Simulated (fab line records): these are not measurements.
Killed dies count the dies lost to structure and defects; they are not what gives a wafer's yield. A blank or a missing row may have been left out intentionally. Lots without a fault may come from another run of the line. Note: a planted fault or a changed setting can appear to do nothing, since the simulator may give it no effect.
Which tool was responsible?	flow nand-harc	12 lots, 36 wafers sampled, at 5 steps of a route of 1302

WHAT THE GAUGES SHOWED, per wafer
NHARC_A_CONTACT_CD_MEAS_80.
lot	measured	on	cd-nm (nm)
L220	day 21 22:50	cd-sem-03	290.4 291.2 290.2
L223	day 23 01:03	cd-sem-01	289.0 289.8 289.4
L225	day 24 03:13	cd-sem-01	289.2 289.8 290.1
L227	day 24 18:20	cd-sem-03	289.1 288.8 288.5
L226	day 24 18:48	cd-sem-01	289.9 288.8 288.8
L228	day 25 14:40	cd-sem-02	289.5 289.9 289.9
L235	day 28 04:59	cd-sem-03	289.1 289.6 289.2
L234	day 28 07:19	cd-sem-02	290.1 289.9 289.6
L237	day 29 00:10	cd-sem-01	290.3 290.5 290.5
L236	day 29 01:08	cd-sem-03	289.9 289.9 289.7
L242	day 31 14:36	cd-sem-02	288.8 287.7 287.7
L243	day 32 06:31	cd-sem-01	289.3 290.3 289.8

NHARC_END_SORT_01.
lot	measured	on	killed-at-array	killed-at-other	killed-at-periphery	killed-dies	killed-open	killed-short
L235	day 30 21:39	prober-01	77 94 583	0 0 0	3 3 0	80 97 583	2 2 2	2 1 4
L237	day 31 10:25	prober-02	32 24 599	0 0 1	2 2 4	34 26 604	1 3 7	5 1 4
L236	day 31 09:37	prober-01	574 42 564	3 2 2	0 3 3	577 47 569	3 3 3	5 4 3

EACH LOT AND THE TOOL THAT RAN IT (in order: tool; ch and the chambers of the sampled wafers; start)
lot	NHARC_A_CONTACT_DESCUM_13	NHARC_A_CONTACT_ETCH_30	NHARC_A_CONTACT_ETCH_134
L220	rie-diel-03 ch 1,2, day 22 02:27	rie-diel-03 ch 1,3, day 22 02:59	har-cap-etch-02 ch 0,1, day 22 03:37
L223	rie-diel-03 ch 1,2,3, day 23 05:03	rie-diel-03 ch 1,2,3, day 23 05:34	har-cap-etch-03 ch 0,1, day 23 06:10
L225	rie-diel-03 ch 1,2,3, day 24 08:01	rie-diel-03 ch 0,2, day 24 08:32	har-cap-etch-03 ch 0,1, day 24 09:10
L227	rie-diel-03 ch 0,2,3, day 24 21:57	rie-diel-03 ch 0,1,2, day 24 22:28	har-cap-etch-03 ch 1, day 24 23:06
L226	rie-diel-03 ch 0,2,3, day 24 22:25	rie-diel-03 ch 0,1,3, day 24 23:12	har-cap-etch-02 ch 0,1, day 24 23:53
L228	rie-diel-03 ch 1,3, day 25 21:16	rie-diel-03 ch 0,1,2, day 25 21:47	har-cap-etch-03 ch 0,1, day 25 22:25
L235	rie-diel-03 ch 0,3, day 28 11:02	rie-diel-03 ch 0,2,3, day 28 11:46	har-cap-etch-01 ch 0,1, day 28 12:21
L234	rie-diel-03 ch 0,1,3, day 28 11:34	rie-diel-02 ch 1,2,3, day 28 12:30	har-cap-etch-03 ch 0,1, day 28 13:13
L237	rie-diel-03 ch 2,3, day 29 08:09	rie-diel-03 ch 1,2, day 29 08:45	har-cap-etch-02 ch 0,1, day 29 09:21
L236	rie-diel-03 ch 0,1,3, day 29 09:13	rie-diel-03 ch 0,2, day 29 09:44	har-cap-etch-01 ch 0,1, day 29 10:20
L242	rie-diel-03 ch 0,3, day 31 21:08	rie-diel-03 ch 2,3, day 31 21:46	har-cap-etch-01 ch 0,1, day 31 22:59
L243	rie-diel-03 ch 0,2,3, day 32 13:08	rie-diel-03 ch 0,2,3, day 32 13:53	har-cap-etch-01 ch 0,1, day 32 14:40
- NHARC_A_CONTACT_DESCUM_13: chemistry O2, time 3 s.
- NHARC_A_CONTACT_ETCH_30: etches the open film in CF4/CHF3, target depth 72.6 nm, time 36.3 s.
- NHARC_A_CONTACT_ETCH_134: etches the open film in C4F8/O2/Ar, time 140 s, target depth 700 nm.

WHAT THE TOOLS THEMSELVES READ (means of the sampled wafers that have a number; where no wafer has one, the mark that the record gives instead)
NHARC_A_CONTACT_DESCUM_13.
lot	tool	drypump-motor-current-A (A)	oes-product-au (a.u.)	rf-vpp-V (V)	showerhead-plenum-p-Torr (Torr)	throttle-valve-pct (%)
L220	rie-diel-03	6.1	1.015	57.5	1.86	11.324
L223	rie-diel-03	5.7	1.000	57.8	1.87	11.315
L225	rie-diel-03	5.7	1.001	57.0	1.87	11.303
L227	rie-diel-03	5.7	1.002	56.6	1.88	11.314
L226	rie-diel-03	5.7	1.011	57.9	1.88	11.310
L228	rie-diel-03	5.4	1.008	56.8	1.89	11.315
L235	rie-diel-03	5.4	0.991	57.0	1.89	11.302
L234	rie-diel-03	5.4	0.991	58.9	1.88	11.309
L237	rie-diel-03	5.7	1.002	58.4	1.87	11.307
L236	rie-diel-03	5.5	1.001	57.2	1.88	11.307
L242	rie-diel-03	5.3	0.989	58.7	1.89	11.312
L243	rie-diel-03	5.7	1.006	59.0	1.87	11.300

NHARC_A_CONTACT_ETCH_30.
lot	tool	drypump-motor-current-A (A)	oes-product-au (a.u.)	rf-vpp-V (V)	showerhead-plenum-p-Torr (Torr)	throttle-valve-pct (%)
L220	rie-diel-03	5.5	0.922	369.4	1.55	16.802
L223	rie-diel-03	5.8	0.929	369.6	1.54	16.797
L225	rie-diel-03	6.0	0.932	368.9	1.53	16.804
L227	rie-diel-03	5.8	0.923	369.0	1.54	16.798
L226	rie-diel-03	5.4	0.925	369.8	1.55	16.801
L228	rie-diel-03	5.8	0.973	368.4	1.54	16.793
L235	rie-diel-03	5.7	0.871	370.2	1.55	16.802
L234	rie-diel-02	5.6	0.930	369.5	1.54	16.807
L237	rie-diel-03	5.9	0.882	369.5	1.52	16.798
L236	rie-diel-03	6.0	0.850	369.8	1.52	16.801
L242	rie-diel-03	5.7	0.919	369.4	1.54	16.796
L243	rie-diel-03	5.7	0.948	369.4	1.54	16.805

THE ANSWER, worked out from the rows above alone
Rule: what is usual is taken from the lots themselves. The widest of any qualifying gaps counts: lots, ordered by their means at a reading, are off when they make up no more than a third of the lots, leave a main group of 4 or more, and stand apart from it by 3 or more times the standard deviation of that group's means. A main group whose means are all the same, to the digits that the tables above print for the reading, isn't used. A lot without any number at a reading at which 4 lots or more have one is off too. Any other lot the step has rows for is counted as sound. The gauges are gone through in route order, then the tools' own readings, and for those a lot's mean is taken as printed above. The first step at which some lot is off is used, and at that step the reading that is off furthest; a lot without a number counts as furthest.
Nothing can be told from this: no lot is off at any reading shown.

WHAT HAD BEEN PUT IN BY THE SIMULATOR
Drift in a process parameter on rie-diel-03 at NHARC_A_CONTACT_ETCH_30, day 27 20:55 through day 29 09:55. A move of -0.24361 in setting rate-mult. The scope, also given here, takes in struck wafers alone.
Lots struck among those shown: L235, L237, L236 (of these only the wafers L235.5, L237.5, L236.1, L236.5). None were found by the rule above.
